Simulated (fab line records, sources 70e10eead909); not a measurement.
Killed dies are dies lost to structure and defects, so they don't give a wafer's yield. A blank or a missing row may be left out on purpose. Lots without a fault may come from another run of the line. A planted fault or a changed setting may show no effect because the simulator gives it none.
Which tool did it? | flow nand_harc | 14 lots, 42 wafers sampled, at 5 steps of a route of 1159

WHAT THE GAUGES READ, wafer by wafer
NHARC_A_SOURCE_PLATE_INSPECT_08.
lot  | measured     | on                | raw_defect_count
L428 | day 8 06:23  | defect_inspect-01 | 81 72 34
L429 | day 8 06:23  | defect_inspect-02 | 32 34 22
L431 | day 8 22:39  | defect_inspect-01 | 34 41 70
L432 | day 9 04:01  | defect_inspect-01 | 65 112 66
L433 | day 9 11:31  | defect_inspect-02 | 118 100 118
L434 | day 9 11:29  | defect_inspect-01 | 30 48 46
L435 | day 9 18:10  | defect_inspect-02 | 48 30 59
L436 | day 9 18:10  | defect_inspect-01 | 73 63 35
L439 | day 10 21:45 | defect_inspect-01 | 52 65 103
L438 | day 10 21:47 | defect_inspect-02 | 53 59 45
L440 | day 11 01:02 | defect_inspect-01 | 79 59 80
L443 | day 11 17:58 | defect_inspect-02 | 49 52 53
L448 | day 12 16:11 | defect_inspect-01 | 78 70 93
L447 | day 12 16:10 | defect_inspect-02 | 78 162 75

NHARC_A_ONON_D1_THK_MEAS_14: measures by ellipsometry.
lot  | measured     | on            | thk_nm (nm)
L428 | day 8 09:18  | film_metro-02 | 985 986 988
L429 | day 8 09:15  | film_metro-01 | 995 995 996
L431 | day 9 01:29  | film_metro-02 | 1008 1008 1007
L432 | day 9 06:52  | film_metro-02 | 1010 1007 1007
L433 | day 9 14:29  | film_metro-01 | 999 998 1001
L434 | day 9 14:20  | film_metro-01 | 990 991 993
L435 | day 9 20:59  | film_metro-02 | 987 985 987
L436 | day 9 21:01  | film_metro-01 | 1010 1011 1009
L439 | day 11 00:45 | film_metro-01 | 1011 1012 1012
L438 | day 11 00:58 | film_metro-01 | 993 992 993
L440 | day 11 03:52 | film_metro-02 | 992 994 994
L443 | day 11 20:47 | film_metro-01 | 1010 1008 1008
L448 | day 12 19:01 | film_metro-02 | 1001 1002 1004
L447 | day 12 19:00 | film_metro-02 | 1020 1021 1022

NHARC_END_SORT_01.
lot  | measured     | on        | killed_at_array | killed_at_other | killed_at_periphery | killed_dies | killed_open | killed_short
L428 | day 20 00:19 | prober-01 | 19 18 32        | 0 1 0           | 2 2 1               | 21 21 33    | 2 2 3       | 2 3 2
L429 | day 19 14:54 | prober-02 | 26 27 23        | 1 1 0           | 2 3 1               | 29 31 24    | 2 4 2       | 1 2 2
L431 | day 20 22:35 | prober-01 | 13 15 14        | 0 1 0           | 1 4 3               | 14 20 17    | 4 7 4       | 2 1 4
L432 | day 21 07:56 | prober-02 | 24 27 23        | 0 0 0           | 1 4 4               | 25 31 27    | 4 3 3       | 0 5 1
L433 | day 21 14:54 | prober-02 | 17 13 12        | 1 0 0           | 2 5 6               | 20 18 18    | 3 4 3       | 1 1 3
L434 | day 21 07:10 | prober-01 | 36 39 45        | 0 3 3           | 4 5 9               | 40 47 57    | 8 4 7       | 2 1 2
L435 | day 22 01:38 | prober-02 | 47 45 41        | 0 0 0           | 1 1 1               | 48 46 42    | 3 5 5       | 0 2 2
L436 | day 23 05:22 | prober-01 | 667 671 671     | 2 1 0           | 8 5 6               | 677 677 677 | 3 0 4       | 3 2 0
L439 | day 22 09:26 | prober-02 | 19 18 15        | 0 0 0           | 2 5 3               | 21 23 18    | 1 2 5       | 4 2 2
L438 | day 22 17:56 | prober-02 | 33 37 34        | 0 0 0           | 2 1 2               | 35 38 36    | 6 4 4       | 4 5 2
L440 | day 23 01:42 | prober-01 | 670 670 671     | 3 3 4           | 4 4 2               | 677 677 677 | 5 6 3       | 5 2 1
L443 | day 23 17:43 | prober-02 | 674 668 670     | 0 2 1           | 3 7 6               | 677 677 677 | 3 6 3       | 3 5 2
L448 | day 24 12:31 | prober-01 | 15 14 13        | 1 1 3           | 2 3 6               | 18 18 22    | 1 0 5       | 2 1 4
L447 | day 24 21:51 | prober-02 | 19 14 11        | 1 1 0           | 3 3 3               | 23 18 14    | 6 6 2       | 3 0 0

WHICH TOOL RAN EACH LOT (tool, then ch and the chambers of the sampled wafers, then the start)
lot  | NHARC_A_ZERO_WELL_ETCH_13        | NHARC_A_CHANNEL_HOLE_D1_DEP_00
L428 | rie_si-05 ch 0,1,3, day 7 07:31  | acl_dep-03 ch 0, day 8 21:19
L429 | rie_si-03 ch 0,1,2, day 7 07:40  | acl_dep-01 ch 0, day 8 20:53
L431 | rie_si-04 ch 1,2, day 7 22:16    | acl_dep-03 ch 0, day 9 11:36
L432 | rie_si-05 ch 0,1,2, day 8 04:39  | acl_dep-02 ch 0, day 9 17:20
L433 | rie_si-05 ch 0,1, day 8 12:32    | acl_dep-02 ch 0, day 10 03:53
L434 | rie_si-03 ch 0,1,2, day 8 13:44  | acl_dep-01 ch 0, day 10 02:38
L435 | rie_si-03 ch 1,3, day 8 20:28    | acl_dep-01 ch 0, day 10 09:13
L436 | rie_si-04 ch 0,1,3, day 8 20:41  | acl_dep-02 ch 0, day 10 10:38 and acl_dep-01 ch 0, day 10 13:11
L439 | rie_si-03 ch 1,2,3, day 9 23:17  | acl_dep-02 ch 0, day 11 11:52
L438 | rie_si-04 ch 0,2,3, day 9 23:53  | acl_dep-03 ch 0, day 11 12:35
L440 | rie_si-03 ch 0,1,3, day 10 03:16 | acl_dep-02 ch 0, day 11 17:16
L443 | rie_si-05 ch 1,2,3, day 10 18:37 | acl_dep-01 ch 0, day 12 08:34 and acl_dep-03 ch 0, day 12 11:23
L448 | rie_si-03 ch 0,2,3, day 11 17:34 | acl_dep-02 ch 0, day 13 09:17
L447 | rie_si-04 ch 0,3, day 11 18:39   | acl_dep-03 ch 0, day 13 06:44
- NHARC_A_ZERO_WELL_ETCH_13: etches the open film in HBr/Cl2, target depth 120 nm, time 40.1 s.
- NHARC_A_CHANNEL_HOLE_D1_DEP_00: deposits aC, target thk 3100 nm.

WHAT THE TOOLS THEMSELVES READ (means of the sampled wafers that have a number; where no wafer has one, the mark that the record gives instead)
NHARC_A_ZERO_WELL_ETCH_13.
lot  | tool      | drypump_motor_current_A (A) | oes_product_au (a.u.) | throttle_valve_pct (%)
L428 | rie_si-05 | 5.7                         | 0.994                 | 26.411
L429 | rie_si-03 | 6.1                         | 0.997                 | 26.403
L431 | rie_si-04 | 5.3                         | 1.002                 | 26.407
L432 | rie_si-05 | 5.9                         | 1.000                 | 26.398
L433 | rie_si-05 | 5.7                         | 0.994                 | 26.407
L434 | rie_si-03 | 6.1                         | 1.000                 | 26.396
L435 | rie_si-03 | 5.8                         | 1.000                 | 26.395
L436 | rie_si-04 | 5.8                         | 0.992                 | 26.399
L439 | rie_si-03 | 6.0                         | 0.996                 | 26.401
L438 | rie_si-04 | 6.0                         | 1.005                 | 26.397
L440 | rie_si-03 | 5.8                         | 1.002                 | 26.402
L443 | rie_si-05 | 6.3                         | 0.996                 | 26.410
L448 | rie_si-03 | 6.0                         | 1.008                 | 26.414
L447 | rie_si-04 | 6.1                         | 1.006                 | 26.399

NHARC_A_CHANNEL_HOLE_D1_DEP_00.
lot  | tool                  | throttle_valve_pct (%)
L428 | acl_dep-03            | 34.995
L429 | acl_dep-01            | 34.994
L431 | acl_dep-03            | 35.003
L432 | acl_dep-02            | 35.005
L433 | acl_dep-02            | 34.994
L434 | acl_dep-01            | 35.003
L435 | acl_dep-01            | 34.995
L436 | acl_dep-02/acl_dep-01 | 35.000
L439 | acl_dep-02            | 34.995
L438 | acl_dep-03            | 35.004
L440 | acl_dep-02            | 34.997
L443 | acl_dep-01/acl_dep-03 | 34.995
L448 | acl_dep-02            | 34.998
L447 | acl_dep-03            | 34.997

THE ANSWER, worked out from the rows above alone
Rule: what is usual is taken from the lots themselves. Put in order of their means at a reading, lots are off if they are a third of the lots or fewer, leave a main group of 4 or more, and stand apart from it by a gap of 3 or more times the standard deviation of the main group's means; of several such gaps the widest counts. A main group whose means are all the same, to the digits that the tables above print for the reading, isn't used. A lot without any number at a reading at which 4 lots or more have one is off too. The other lots that the step has rows for count as sound. The gauges are gone through in route order, then the tools' own readings, and for those a lot's mean is taken as printed above. The first step at which some lot is off is used, and at that step the reading that is off furthest; a lot without a number counts as furthest.
Off: L436, L440, L443, at NHARC_END_SORT_01 (killed_dies). The main group: mean 28, standard deviation 10.
A tool fits if, at a process step before that reading, it ran every lot that is off, and no sound lot after the first of them. The gauges at NHARC_END_SORT_01 are tried like those tools. None of those tried fits.

WHAT THE SIMULATOR HAD PUT IN
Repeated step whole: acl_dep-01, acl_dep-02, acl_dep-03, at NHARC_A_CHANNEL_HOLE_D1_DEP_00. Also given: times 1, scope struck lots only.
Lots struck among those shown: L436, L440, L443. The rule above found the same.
